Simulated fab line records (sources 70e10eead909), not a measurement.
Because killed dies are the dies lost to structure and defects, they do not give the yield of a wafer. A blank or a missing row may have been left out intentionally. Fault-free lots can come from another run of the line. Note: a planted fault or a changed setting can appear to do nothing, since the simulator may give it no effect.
A struck lot beside a sound one + flow nand-harc + 14 out of 1302 route steps
Sound: the wafers L473.2, L473.3, L473.6. Struck: wafer L472.4. (L472.6 of the same lot was not struck and is left out.) The cause comes at the end.
Order at every step that has rows: each side's tool, ch and its chambers, its first start. Under that, the readings that differ: sound wafers + struck wafers + difference of the means + sigmas: that difference in standard deviations of wafers without a fault.
alike: a reading whose means differ by less than 2 such deviations, as well as words and numbers matching on both sides. not compared: withheld readings; readings where some wafer has no value; bounds like >300 that might hide an equal value; numbers whose values overlap and for which the record gives no deviation.
The two part at a step that has a row with sigmas, a row that says differs or no value, or rows on one side only. When numbers do not overlap yet have no deviation, they are printed without sigmas and do not part them. Lack of a reading on every wafer of one side parts them only where that side has two or more wafers.

NHARC_A_CHANNEL_FILL_D2_ALD_16: deposits SiO2, target thk 1.5 nm, pulse time 10 s, ald cycles 15.
  sound on ald-hk-01 ch 0,2, day 22 15:09; struck on ald-hk-02 ch 3, day 21 17:02
  alike: heater-power-w, precursor-pulse-height-rel
then, 2 steps without rows for these wafers: NHARC_A_CHANNEL_FILL_D2_ANNEAL_17 (time 1800 s); NHARC_A_CHANNEL_FILL_D2_CVD_18 (deposits poly-Si, target thk 3 nm).
NHARC_A_CHANNEL_FILL_D2_ETCHBACK_19: etches the open film in HBr/Cl2, target depth 5 nm, time 1.7 s.
  sound on rie-si-03 ch 0,2, day 23 05:07; struck on rie-si-05 ch 1, day 22 04:31
  alike: drypump-motor-current-A, oes-product-au, throttle-valve-pct
  not compared: rf-hours-counter-h
NHARC_A_CHANNEL_FILL_D2_ETCHBACK_20: etches the open film in C4F8/O2/Ar, target depth 27 nm, time 13.5 s.
  sound on rie-diel-03 ch 1,2, day 23 05:14; struck on rie-diel-05 ch 1, day 22 04:38
  alike: oes-product-au, rf-vpp-V, run-length-s
  not compared: rf-hours-counter-h
then, 5 steps without rows for these wafers: NHARC_A_CHANNEL_FILL_D2_STRIP_28 (strips in O2, time 20 s); NHARC_A_CHANNEL_FILL_D2_PRECLEAN_21 (cleans in dHF, time 30 s); NHARC_A_CHANNEL_FILL_D2_SRD_23; NHARC_A_CHANNEL_FILL_D2_CVD_05 (deposits poly-Si, target thk 5 nm); NHARC_A_CHANNEL_FILL_D2_ANNEAL_22 (time 7200 s).
NHARC_A_CHANNEL_FILL_D2_ALD_25: deposits SiOx, target thk 60 nm, pulse time 10 s, ald cycles 600.
  sound on ald-hk-04 ch 0,1,2, day 23 17:48; struck on ald-hk-04 ch 0, day 22 17:19
  alike: heater-power-w, precursor-pulse-height-rel
NHARC_A_CHANNEL_FILL_D2_ETCHBACK_08: etches the open film in C4F8, target depth 220 nm, time 110 s.
  sound on rie-diel-13 ch 0,1, day 23 22:08; struck on rie-diel-05 ch 0, day 22 21:42
| reading               | sound             | struck | difference | sigmas      |
|-----------------------|-------------------|--------|------------|-------------|
| oes-product-au (a.u.) | 0.99 1.01 1.01    | 0.93   | -0.07      | -2          |
| run-length-s (s)      | 131.4 131.7 131.4 | 179.9  | +48.4      | +99 or more |
  alike: rf-vpp-V
  not compared: rf-hours-counter-h
NHARC_A_CHANNEL_FILL_D2_STRIP_29: strips in O2, time 20 s.
  sound on rie-diel-13 ch 0,3; struck on rie-diel-05 ch 2, day 22 21:50
  alike: drypump-motor-current-A, oes-product-au, rf-vpp-V, showerhead-plenum-p-Torr, throttle-valve-pct
  not compared: rf-hours-counter-h
following that, these wafers have no rows for 1 step: NHARC_END_SORT_01.

## WHERE THEY PART
Within this record, at NHARC_A_CHANNEL_FILL_D2_ETCHBACK_08 only. Later steps at which nothing parts them and some readings are alike: NHARC_A_CHANNEL_FILL_D2_STRIP_29.

WHY: what had been put in by the simulator
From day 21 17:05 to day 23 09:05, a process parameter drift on rie-diel-05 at NHARC_A_CHANNEL_FILL_D2_ETCHBACK_08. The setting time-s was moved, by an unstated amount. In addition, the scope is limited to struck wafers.
